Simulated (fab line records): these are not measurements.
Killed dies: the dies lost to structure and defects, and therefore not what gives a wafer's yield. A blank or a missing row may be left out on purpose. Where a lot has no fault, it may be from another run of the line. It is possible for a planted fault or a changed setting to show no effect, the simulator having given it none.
fab line records	flow nand-harc
[record] lots = 5	wafers = 15	last-day = 34
route steps=1302 shown A_SLIT@940 A_SIN_REMOVE@947 A_WL_FILL@952 END@1302
lots untouched by any fault: they come from a run of this same line in which no faults occurred
start-h: hours from the record's first day to the start of the lot's first wafer shown	wait-h: hours since the lot's step before	" same as the row above	L1.1+2: several wafers, shown together as one row	- value missing, or start not given	* or withheld: withheld	< > ~ a bound
route shown NAME@n: a module of which the file shows steps, and the number in the route of the first	usual: average and standard deviation across the fault-free wafers	same: alike in all rows	chamber/n: place in a boat	sites: each site's reading	_std_site: how widely they spread, as a standard deviation	_edge_site: inner sites' mean taken away from outer sites' mean	radius-mm: how far each site lies from the wafer's centre	mask NAME#n: copy n	behind: the tool/chamber that last shaped the wafer	hold: the reason the lot was held/the length of the hold in hours/how it ended	device: transistor that didn't switch, given as n, p or np	end of line: the route-end tests of the same wafers	a step given without rows: its recipe and nothing more	killed: count of dies lost to structure and defects at first sort (not the wafer's yield)	map: the dies of a wafer, with x for killed, . for not killed, _ for no die there
set.NAME: the setting that was run; set.NAME@STEP: the one run at that earlier step	model.NAME: the simulator's own value behind a step, which no gauge read
lots at selected steps of the route; one table per step, one row per wafer
services: the hour from which a tool's chamber was out of use, counted from the record's first day as start-h (under 0 if before that day), plus the number of hours and why
[[steps]]
[step NHARC_A_SLIT_ETCH_26]
[recipe] bias-v = 400	source-w = 2000	pressure-mtorr = 25	time-s = 90	ar-flow-sccm = 375	c4f8-flow-sccm = 41.7	o2-flow-sccm = 83.3	target-depth-a = 4000	chemistry = C4F8/O2/Ar
[step NHARC_A_SLIT_STRIP_28]
[recipe] o2-flow-sccm = 400	cos-flow-sccm = 20	ar-flow-sccm = 0	bias-w = 0	chemistry = O2/COS
[step NHARC_A_SLIT_ETCH_29]
[recipe] target-depth-a = 1000	overetch-a = 100	time-s = 55	ion-energy-ev = 100	cf4-flow-sccm = 80	o2-flow-sccm = 20	ar-flow-sccm = 0	rf-w = 300	bias-w = 100	chemistry = CF4/O2
[step NHARC_A_SLIT_STRIP_18]
[recipe] o2-flow-sccm = 500	ar-flow-sccm = 0	bias-w = 0	chemistry = O2
[step NHARC_A_SLIT_PRECLEAN_19]
[recipe] time-s = *	temp-c = 50	bath-age-min = 0	chemistry = SC1
[step NHARC_A_SLIT_SRD_20]
[step NHARC_A_SLIT_CD_MEAS_21]
[usual] cd-nm = 289.4/0.79
lot.wafer	tool	chamber	start-h	wait-h	cd-nm
L749.1	cd-sem-01	-	473.93	-	289.6
L749.4	"	-	"	"	289.9
L749.5	"	-	"	"	290.0
L759.1	cd-sem-01	-	576.27	-	288.9
L759.3	"	-	"	"	288.6
L759.6	"	-	"	"	288.6
L768.2	cd-sem-02	-	656.15	-	289.6
L768.5	"	-	"	"	290.0
L768.6	"	-	"	"	289.4
L769.1	cd-sem-03	-	658.43	-	289.9
L769.4	"	-	"	"	290.6
L769.5	"	-	"	"	290.5
L771.3	cd-sem-03	-	705.86	-	290.2
L771.5	"	-	"	"	289.5
L771.6	"	-	"	"	289.6
[step NHARC_A_SIN_REMOVE_WET_00]
[recipe] temp-c = 160	time-s = 15300	chemistry = H3PO4
[step NHARC_A_SIN_REMOVE_PRECLEAN_01]
[recipe] time-s = *	temp-c = 50	bath-age-min = 0	chemistry = SC1
[step NHARC_A_SIN_REMOVE_SRD_02]
[step NHARC_A_SIN_REMOVE_INSPECT_04]
[usual] raw-defect-count = 379/74
lot.wafer	tool	chamber	start-h	wait-h	raw-defect-count
L749.1	defect-inspect-01	-	479.19	0.0	309
L749.4	"	-	"	"	358
L749.5	"	-	"	"	336
L759.1	defect-inspect-01	-	581.32	0.0	358
L759.3	"	-	"	"	380
L759.6	"	-	"	"	327
L768.2	defect-inspect-01	-	661.27	0.0	386
L768.5	"	-	"	"	415
L768.6	"	-	"	"	336
L769.1	defect-inspect-02	-	665.01	0.0	596
L769.4	"	-	"	"	497
L769.5	"	-	"	"	352
L771.3	defect-inspect-01	-	712.60	0.0	259
L771.5	"	-	"	"	298
L771.6	"	-	"	"	296
[step NHARC_A_WL_FILL_ALD_00]
[recipe] target-thk-a = 30	pulse-time-s = 3	ald-cycles = 30	temp-c = 300	material = Al2O3
[usual] heater-power-w = 443/53	precursor-pulse-height-rel = 0.997/0.017
lot.wafer	tool	chamber	start-h	wait-h	heater-power-w	precursor-pulse-height-rel
L749.4	ald-hk-04	1	479.47	0.3	394	1.007
L749.1	"	2	"	"	405	0.985
L749.5	"	3	"	"	480	1.008
L759.3	ald-hk-01	3	581.41	0.1	368	0.976
L759.1	"	0	"	"	472	0.981
L759.6	"	3	"	"	368	0.961
L768.2	ald-hk-03	3	661.56	0.3	455	1.017
L768.5	"	0	"	"	433	0.995
L768.6	"	1	"	"	358	0.985
L769.4	ald-hk-01	1	665.08	0.1	519	1.007
L769.1	"	2	"	"	531	0.994
L769.5	"	2	"	"	518	1.014
L771.3	ald-hk-04	1	712.72	0.1	416	0.964
L771.5	"	3	"	"	461	1.019
L771.6	"	0	"	"	436	1.007
[step NHARC_A_WL_FILL_RTA_01]
[recipe] temp-c = 1000	time-s = 5
[usual] lamp-power-pct = 31/4	lamp_zone_2_pct = 31/4.1	wafer_temp_C_max = 1004.2/0.84
lot.wafer	tool	chamber	start-h	wait-h	lamp-power-pct	lamp_zone_2_pct	wafer_temp_C_max
L749.1	rtp-anneal-01	0	479.68	-	25	26	1004.1
L749.4	"	0	"	"	26	25	1003.4
L749.5	"	0	"	"	25	26	1004.8
L759.1	rtp-anneal-01	0	581.76	-	26	26	1005.6
L759.3	"	0	"	"	25	26	1003.5
L759.6	"	0	"	"	26	25	1005.6
L768.2	rtp-anneal-01	0	661.78	-	26	25	1004.1
L768.5	"	0	"	"	26	25	1004.1
L768.6	"	0	"	"	26	26	1005.5
L769.1	rtp-anneal-01	0	665.35	-	26	26	1003.3
L769.4	"	0	"	"	26	26	1003.8
L769.5	"	0	"	"	26	26	1004.6
L771.3	rtp-anneal-02	0	712.99	-	34	34	1004.4
L771.5	"	0	"	"	34	34	1004.5
L771.6	"	0	"	"	34	34	1002.6
[step NHARC_A_WL_FILL_ALD_02]
[recipe] target-thk-a = 20	pulse-time-s = 3	ald-cycles = 100	temp-c = 450	material = TiN
[step NHARC_A_WL_FILL_CVD_03]
[recipe] target-thk-a = 400	temp-c = 300	pressure-torr = 40	wf6-flow-sccm = 40	h2-flow-sccm = 1600	ar-flow-sccm = 1560	time-s = 279	material = W
[step NHARC_A_WL_FILL_ETCHBACK_04]
[recipe] target-depth-a = 600	time-s = 120	chemistry = NF3
[usual] drypump-motor-current-A = 5.4/0.52	he-backside-leak-sccm = 3.49/0.2	oes-product-au = 0.998/0.0095
lot.wafer	tool	chamber	start-h	wait-h	drypump-motor-current-A	he-backside-leak-sccm	oes-product-au	rf-hours-counter-h
L749.1	rie-metal-01	0	480.74	0.3	5.0	3.56	1.002	1.2
L749.4	"	1	"	"	5.0	3.47	1.003	-
L749.5	"	1	"	"	5.0	3.62	1.004	-
L759.1	rie-metal-03	0	583.03	0.3	6.0	3.50	1.007	1.0
L759.3	"	1	"	"	5.5	3.32	0.996	-
L759.6	"	0	"	"	6.0	3.53	1.007	-
L768.2	rie-metal-02	1	662.81	0.4	4.8	3.47	0.994	0.2
L768.6	"	0	"	"	6.2	3.60	1.004	-
L768.5	"	1	"	"	4.8	3.37	0.991	-
L769.1	rie-metal-03	1	666.42	0.4	5.5	3.26	0.997	2.0
L769.4	"	1	"	"	5.5	3.15	0.997	-
L769.5	"	0	"	"	6.0	3.56	1.005	-
L771.3	rie-metal-03	0	714.13	0.4	6.0	3.48	1.001	-
L771.5	"	1	"	"	5.5	3.32	0.995	-
L771.6	"	0	"	"	6.0	3.50	1.000	-
[step NHARC_A_WL_FILL_ETCHBACK_05]
[recipe] target-depth-a = 220	time-s = 60	temp-c = 40	chemistry = Cl2/BCl3
[usual] drypump-motor-current-A = 5.4/0.52	he-backside-leak-sccm = 3.50/0.18	oes-product-au = 1.000/0.0096
lot.wafer	tool	chamber	start-h	wait-h	drypump-motor-current-A	he-backside-leak-sccm	oes-product-au	rf-hours-counter-h
L749.1	rie-metal-01	1	480.96	0.2	5.0	3.49	1.009	1.4
L749.4	"	1	"	"	5.0	3.50	1.016	-
L749.5	"	1	"	"	5.0	3.72	1.011	-
L759.1	rie-metal-03	1	583.27	0.2	5.5	3.59	0.985	1.2
L759.3	"	0	"	"	6.0	3.49	1.003	-
L759.6	"	0	"	"	6.0	3.71	1.011	-
L768.2	rie-metal-02	0	663.03	0.2	6.2	3.36	0.994	0.4
L768.6	"	1	"	"	4.8	3.49	0.996	-
L768.5	"	0	"	"	6.2	3.55	0.997	-
L769.1	rie-metal-03	0	666.68	0.2	6.0	3.35	0.997	2.3
L769.4	"	0	"	"	6.0	3.56	1.002	-
L769.5	"	0	"	"	6.0	3.50	0.995	-
L771.3	rie-metal-03	0	714.39	0.2	6.0	3.59	1.022	-
L771.5	"	0	"	"	6.0	3.61	1.015	-
L771.6	"	1	"	"	5.5	3.35	1.004	-
[step NHARC_A_WL_FILL_STRIP_27]
[recipe] power-w = 1500	temp-c = 250	time-s = 20	chemistry = N2/H2
[step NHARC_A_WL_FILL_STRIP_28]
[recipe] time-s = 1200	temp-c = 72.5	chemistry = post-etch-residue-remover
[step NHARC_A_WL_FILL_PRECLEAN_06]
[recipe] time-s = 300	chemistry = DIW
[step NHARC_A_WL_FILL_SRD_07]
[step NHARC_A_WL_FILL_ANNEAL_08]
[recipe] temp-c = 450	time-s = 1800
[step NHARC_A_WL_FILL_ALD_10]
[recipe] target-thk-a = 500	pulse-time-s = 10	ald-cycles = 500	temp-c = 300	material = SiO2
[step NHARC_A_WL_FILL_ETCHBACK_16]
[recipe] target-depth-a = 1200	time-s = 24	c4f8-flow-sccm = withheld	o2-flow-sccm = 8	ar-flow-sccm = withheld	rf-w = 600	bias-w = 800	chemistry = C4F8/O2/Ar
[step NHARC_A_WL_FILL_STRIP_29]
[recipe] time-s = 20	o2-flow-sccm = 500	ar-flow-sccm = 0	bias-w = 0	chemistry = O2
[usual] drypump-motor-current-A = 5.6/0.48	oes-product-au = 0.999/0.0078	rf-vpp-V = 57.9/0.91	showerhead-plenum-p-Torr = 3.57/0.17	throttle-valve-pct = 17.036/0.0092
lot.wafer	tool	chamber	start-h	wait-h	drypump-motor-current-A	oes-product-au	rf-hours-counter-h	rf-vpp-V	showerhead-plenum-p-Torr	throttle-valve-pct
L749.4	rie-diel-12	2	490.74	0.1	5.9	0.991	1.5	58.7	3.58	17.028
L749.1	"	0	"	"	6.1	0.991	1.5	57.9	3.76	17.034
L749.5	"	3	"	"	5.5	0.995	-	55.8	3.35	17.043
L759.3	rie-diel-02	3	593.02	0.1	5.4	0.999	0.2	58.2	3.72	17.034
L759.1	"	0	"	"	4.8	0.992	0.2	57.8	3.30	17.020
L759.6	"	2	"	"	4.8	1.013	-	59.2	3.79	17.032
L768.2	rie-diel-02	2	672.76	0.1	4.8	1.007	2.4	58.6	3.79	17.028
L768.5	"	0	"	"	4.8	0.999	-	58.0	3.30	17.035
L768.6	"	1	"	"	5.7	1.006	-	58.6	3.32	17.049
L769.4	rie-diel-06	1	678.43	0.1	6.0	0.999	0.6	59.2	3.66	17.026
L769.1	"	2	"	"	5.9	0.995	0.5	59.3	3.53	17.037
L769.5	"	1	"	"	5.9	1.006	-	59.6	3.66	17.043
L771.3	rie-diel-06	2	724.24	0.1	5.9	0.998	2.6	58.3	3.53	17.026
L771.5	"	3	"	"	6.0	1.002	-	58.6	3.52	17.035
L771.6	"	0	"	"	5.7	1.001	-	57.4	3.68	17.036
[step NHARC_A_WL_FILL_ETCHBACK_17]
[recipe] target-depth-a = 40	time-s = 26.7	chemistry = Cl2/BCl3
[step NHARC_A_WL_FILL_PRECLEAN_18]
[recipe] time-s = 30	chemistry = dHF
[step NHARC_A_WL_FILL_SRD_21]
[step NHARC_A_WL_FILL_CVD_23]
[recipe] target-thk-a = 400	temp-c = 620	pressure-mtorr = 200	time-s = 800	material = poly-Si
[step NHARC_A_WL_FILL_ETCHBACK_26]
[recipe] target-depth-a = 520	time-s = 13.3	hbr-flow-sccm = 150	rf-w = 350	icp-w = 350	bias-w = 60	chemistry = HBr
[step NHARC_A_WL_FILL_PRECLEAN_30]
[recipe] time-s = 10	chemistry = dHF
[step NHARC_A_WL_FILL_SRD_14]
[step NHARC_A_WL_FILL_ALD_19]
[recipe] target-thk-a = 20	pulse-time-s = 3	ald-cycles = 100	temp-c = 450	material = TiN
[step NHARC_A_WL_FILL_CVD_20]
[recipe] target-thk-a = 1000	temp-c = 400	pressure-torr = 40	wf6-flow-sccm = 40	h2-flow-sccm = 1600	ar-flow-sccm = 1560	time-s = 74	material = W
[step NHARC_A_WL_FILL_CMP_12]
[recipe] t-overpolish-s = 30	target-thk-nm = 100
[usual] edge-zone-pressure-frac = 0.999/0.0051	motor-current-A = 12.5/0.92	overpolish-run-s = 29.999/0.0089	slurry-filter-dp-kPa = 13.51/0.13	time-to-endpoint-s = 19.6/2.1
lot.wafer	tool	chamber	start-h	wait-h	edge-zone-pressure-frac	motor-current-A	overpolish-run-s	slurry-filter-dp-kPa	time-to-endpoint-s
L749.1	cmp-02	2	496.61	0.2	0.997	13.4	29.991	13.77	18.4
L749.4	"	3	"	"	0.998	12.7	29.997	13.32	15.2
L749.5	"	2	"	"	0.992	13.7	30.003	13.56	16.0
L759.3	cmp-04	0	599.06	0.1	1.011	10.9	29.995	13.40	18.1
L759.1	"	1	"	"	0.994	12.3	29.998	13.53	19.0
L759.6	"	3	"	"	1.003	13.0	29.978	13.52	20.2
L768.2	cmp-02	1	678.66	0.1	0.992	12.3	30.025	13.73	21.7
L768.6	"	1	"	"	0.998	12.1	30.012	13.50	19.5
L768.5	"	2	"	"	1.002	13.9	29.997	13.45	16.5
L769.4	cmp-03	0	684.31	0.1	1.001	14.0	29.996	13.67	20.7
L769.1	"	2	"	"	0.993	11.4	29.996	13.60	18.5
L769.5	"	1	"	"	1.001	14.1	30.009	13.42	20.3
L771.3	cmp-02	0	730.12	0.1	1.004	10.9	29.986	13.40	21.4
L771.6	"	0	"	"	1.010	11.5	30.001	13.55	20.8
L771.5	"	1	"	"	0.993	11.9	30.001	13.60	23.1
[step NHARC_A_WL_FILL_SRD_31]
[step NHARC_END_SORT_01]
[recipe] temp-c = 25
[usual] killed-at-array = 63/18	killed-at-other = 1.1/1.3	killed-at-periphery = 4.3/2.8	killed-dies = 68/18	killed-open = 3.3/2	killed-short = 2.4/1.6
[same] gross-dies = 677
lot.wafer	tool	chamber	start-h	wait-h	killed-at-array	killed-at-other	killed-at-periphery	killed-dies	killed-open	killed-short
L759.1	prober-01	0	744.56	2.5	71	5	3	79	1	2
L759.3	prober-01	0	746.15	3.1	81	2	3	86	6	2
L759.6	prober-01	0	748.55	4.0	83	0	7	90	4	2
L769.1	prober-01	0	783.62	2.5	144	3	3	150	3	0
L769.5	prober-01	0	786.77	3.6	144	2	3	149	2	0
// killed by level:class
L759.1 A_SLIT:chamber-film-flake=30 A_CHANNEL_HOLE_D1:chamber-film-flake=28 THIN_TSV:chamber-film-flake=5 A_CONTACT:chamber-film-flake=4 A_STAIRCASE:chamber-film-flake=3 A_SGD_CUT:geometric-particle:open=1 A_WL_FILL:geometric-particle:short=1 A_M0:geometric-particle:short=1
L759.3 A_CHANNEL_HOLE_D1:chamber-film-flake=36 A_SLIT:chamber-film-flake=26 A_STAIRCASE:chamber-film-flake=4 A_CONTACT:chamber-film-flake=4 P_GATE:chamber-film-flake=2 A_WL_FILL:chamber-film-flake=2 THIN_TSV:chamber-film-flake=2 P_CONTACT:geometric-particle:open=1
L759.6 A_CHANNEL_HOLE_D1:chamber-film-flake=33 A_SLIT:chamber-film-flake=29 A_CONTACT:chamber-film-flake=6 P_GATE:chamber-film-flake=4 A_BONDPAD:chamber-film-flake=4 A_STAIRCASE:chamber-film-flake=3 A_WL_FILL:chamber-film-flake=2 P_STI:geometric-particle:open=1
L769.1 A_WL_FILL:unspecified=86 A_SLIT:chamber-film-flake=29 A_CHANNEL_HOLE_D1:chamber-film-flake=14 A_CONTACT:chamber-film-flake=8 HYBRID_BOND:chamber-film-flake=3 P_GATE:chamber-film-flake=2 A_CHANNEL_HOLE_D2:chamber-film-flake=2 A_CHANNEL_FILL_D2:geometric-particle:open=1
L769.5 A_WL_FILL:unspecified=93 A_SLIT:chamber-film-flake=23 A_CHANNEL_HOLE_D1:chamber-film-flake=11 A_CONTACT:chamber-film-flake=11 P_M1:chamber-film-flake=2 A_WL_FILL:chamber-film-flake=2 HYBRID_BOND:chamber-film-flake=2 A_ONON_D1:geometric-particle:open=1
// map L769.1 (x killed, . not)
____________.____________
_________......._________
_______..........._______
______.............______
_____..............._____
____.................____
____...........x..x..____
___.....x.............___
___.....x.............___
__....x....x...........__
__......x...x..........__
_....x.x................_
_....xxxx..............._
_......x........x......._
_.....x................._
_.....x................._
......x.x................
......x.x..........x.....
......xx.................
.....xxxxx...............
.....xxxxxx..............
_..x.xxxxxx............._
_..xxxxxxxxxx..........._
_.xxxxxxxxxxx..........x_
_...xxxxxxxx............_
_x.xxxxxxxxx..x........._
__..xxxxxxxx...........__
__xx.xxxxxx.x..........__
___..xxxxxx...........___
___....xx...........x.___
____x.xxxxx.........x____
____......x..xx......____
_____...xxxx.xx.x.x._____
______x.x.xxx.x.xxx______
_______..x.xxx..xx_______
_________xxxxxx._________
____________x____________
// map L759.6 (x killed, . not)
____________.____________
_________......._________
_______..........._______
______.............______
_____.x............._____
____.................____
____...xx............____
___.x....x.......x....___
___.....xx............___
__.....xx.......x......__
__....xxx.x............__
_...x..xxxx.....x......._
_....xxxxxx............._
_.....xxx..............._
_.....x.xx.............._
_..x....x.....x........._
.............xx...xx.....
........x................
....................x....
..................x.x....
................x..x.x...
_.................xx.x.._
_.............x.xx.xx..._
_...x............xxxxx.._
_...............xxxxxx.._
_..x................xxxx_
__........x.....xxxxx..__
__..................xxx__
___.............x....x___
___x...............x.x___
____................x____
____...x.............____
_____..............._____
______....x........______
_______..........._______
_________x......_________
____________.____________
[[services]]
tool	chamber	start-h	hours	kind
cmp-03	-	456.09	4.0	pm
ald-hk-01	-	476.56	10.0	pm
cmp-02	-	477.25	0.8	repair
ald-hk-03	-	484.09	0.6	repair
rie-diel-06	-	484.23	9.0	pm
rie-metal-03	-	519.00	9.0	pm
cmp-02	-	526.60	4.0	pm
rie-diel-06	2	527.24	12.1	repair
rie-metal-01	-	531.94	1.6	repair
cmp-02	-	537.59	1.6	repair
rie-diel-02	2	555.16	1.3	repair
rie-diel-02	-	570.72	9.0	pm
rie-metal-01	-	575.00	9.0	pm
rie-diel-06	1	580.33	12.8	repair
ald-hk-04	-	612.04	10.0	pm
rie-diel-06	0	614.95	14.8	repair
rie-diel-06	1	616.95	4.2	repair
cmp-02	-	624.60	4.0	pm
rie-metal-02	1	629.82	4.7	repair
rie-metal-02	-	631.03	9.0	pm
rie-metal-03	1	631.93	1.5	repair
rie-diel-06	-	661.23	9.0	pm
rie-metal-03	-	696.00	9.0	pm
cmp-02	-	722.63	4.0	pm
[[key]]
[first-sign] step = NHARC_END_SORT_01	reading = killed-at-array	direction = up	sigmas = 4.6	usual = 63	struck = 144
[effect] step = NHARC_END_SORT_01	reading = killed-dies	direction = up	sigmas = 4.5	usual = 68	struck = 150
[more-kills-born-at] NHARC_A_WL_FILL_ALD_00@ald-hk-01 = 179
met-at NHARC_A_WL_FILL_ALD_00
struck-wafers L769.1,L769.5
tester-left-out L769
[fault] kind = chamber-particle-source	tool = ald-hk-01	chamber = 2	onset-h = 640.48	steps = NHARC_A_WL_FILL_ALD_00	rate-per-visit-cm2 = 0.94068
// tester-left-out: of these lots the tester's yield and bins aren't shown, on N5 and GAA mostly nor the transistor test; their killed dies are dies lost to structure and defects alone, not to doping, threshold or leakage, so they don't give the yield
